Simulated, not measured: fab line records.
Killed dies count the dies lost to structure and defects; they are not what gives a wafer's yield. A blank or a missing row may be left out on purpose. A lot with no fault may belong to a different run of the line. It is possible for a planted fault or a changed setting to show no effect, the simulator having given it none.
Which tool did it?    flow nand_harc    14 lots with 42 wafers sampled at 3 steps, on a route of 1302 steps

== WHAT THE GAUGES READ, wafer by wafer ==
NHARC_P_BONDPAD_CD_MEAS_09: target cd 500 nm.
lot   measured      on         cd_nm (nm)
L227  day 6 19:06   cd_sem-01  500.5 498.9 498.2
L228  day 6 20:56   cd_sem-03  497.6 499.2 498.0
L229  day 7 10:43   cd_sem-03  497.9 500.0 496.7
L230  day 7 20:47   cd_sem-02  497.1 497.2 499.1
L231  day 8 03:28   cd_sem-02  499.1 499.2 501.1
L232  day 8 18:53   cd_sem-02  496.7 497.3 498.4
L237  day 10 14:44  cd_sem-02  498.5 501.8 497.0
L236  day 10 16:18  cd_sem-03  498.0 496.3 497.1
L243  day 13 10:58  cd_sem-01  500.4 500.5 500.7
L244  day 13 15:50  cd_sem-03  497.5 497.9 498.5
L245  day 13 21:28  cd_sem-02  498.8 496.4 500.3
L246  day 14 10:04  cd_sem-03  494.8 499.0 498.0
L248  day 15 02:28  cd_sem-01  498.2 496.8 500.2
L250  day 16 01:11  cd_sem-03  497.5 499.9 498.4

NHARC_P_BONDPAD_CD_MEAS_13.
lot   measured      on         cd_nm (nm)
L227  day 6 19:37   cd_sem-02  501.5 498.1 499.4
L228  day 6 21:28   cd_sem-01  495.5 499.1 497.9
L229  day 7 11:14   cd_sem-01  497.6 500.2 496.4
L230  day 7 21:19   cd_sem-02  497.3 496.3 497.6
L231  day 8 04:02   cd_sem-03  497.2 498.2 498.7
L232  day 8 19:28   cd_sem-03  497.4 497.3 499.7
L237  day 10 15:16  cd_sem-03  498.3 501.1 496.4
L236  day 10 16:50  cd_sem-02  498.5 497.0 497.4
L243  day 13 11:29  cd_sem-01  500.0 500.1 499.8
L244  day 13 16:21  cd_sem-03  495.8 496.9 498.5
L245  day 13 21:59  cd_sem-01  498.5 496.3 501.3
L246  day 14 10:36  cd_sem-03  495.7 498.9 498.7
L248  day 15 02:59  cd_sem-01  497.3 496.8 498.8
L250  day 16 01:45  cd_sem-03  497.1 499.9 498.5

NHARC_A_ZERO_WELL_CD_MEAS_10: target cd 2000 nm.
lot   measured      on         cd_nm (nm)
L227  day 6 23:13   cd_sem-02  1997.7 1996.6 1995.5
L228  day 7 01:01   cd_sem-01  1999.3 2000.9 1999.3
L229  day 7 14:51   cd_sem-03  1998.4 1998.6 1996.1
L230  day 8 01:05   cd_sem-03  1998.6 1998.9 2000.0
L231  day 8 07:35   cd_sem-02  1994.9 1997.1 1996.9
L232  day 8 23:00   cd_sem-03  1997.8 1998.5 1997.6
L237  day 10 18:58  cd_sem-02  1998.8 1999.7 2000.8
L236  day 10 20:25  cd_sem-02  1998.4 2000.2 1999.6
L243  day 13 15:04  cd_sem-02  1999.1 1996.6 1996.5
L244  day 13 19:47  cd_sem-03  1999.4 1995.3 1995.4
L245  day 14 01:32  cd_sem-02  1999.2 2001.4 2001.8
L246  day 14 14:01  cd_sem-03  2001.5 2001.4 1997.2
L248  day 15 06:34  cd_sem-03  2001.2 1998.0 1997.4
L250  day 16 05:20  cd_sem-03  2002.0 1999.3 1997.9

== WHAT TOOL EACH LOT RAN ON (gives the tool, then ch and the chambers of the sampled wafers, and finally the start) ==
There is no process step in the record ahead of these readings.

== WHAT THE TOOLS THEMSELVES READ (means of the sampled wafers that have a number; where no wafer has one, the mark that the record gives instead) ==
The record holds no such reading with a usual standard deviation.

== THE ANSWER, worked out from the rows above alone ==
Rule: the lots themselves supply what counts as usual. The widest of any qualifying gaps counts: lots, ordered by their means at a reading, are off when they make up no more than a third of the lots, leave a main group of 4 or more, and stand apart from it by 3 or more times the standard deviation of that group's means. A main group whose means are all the same, to the digits that the tables above print for the reading, isn't used. A lot without any number at a reading at which 4 lots or more have one is off too. The other lots that the step has rows for count as sound. The gauges are gone through in route order, then the tools' own readings, and for those a lot's mean is taken as printed above. The first step at which some lot is off is used, and at that step the reading that is off furthest; a lot without a number counts as furthest.
None of the lots is off at any reading shown; this tells nothing.

== WHAT HAD BEEN PUT IN BY THE SIMULATOR ==
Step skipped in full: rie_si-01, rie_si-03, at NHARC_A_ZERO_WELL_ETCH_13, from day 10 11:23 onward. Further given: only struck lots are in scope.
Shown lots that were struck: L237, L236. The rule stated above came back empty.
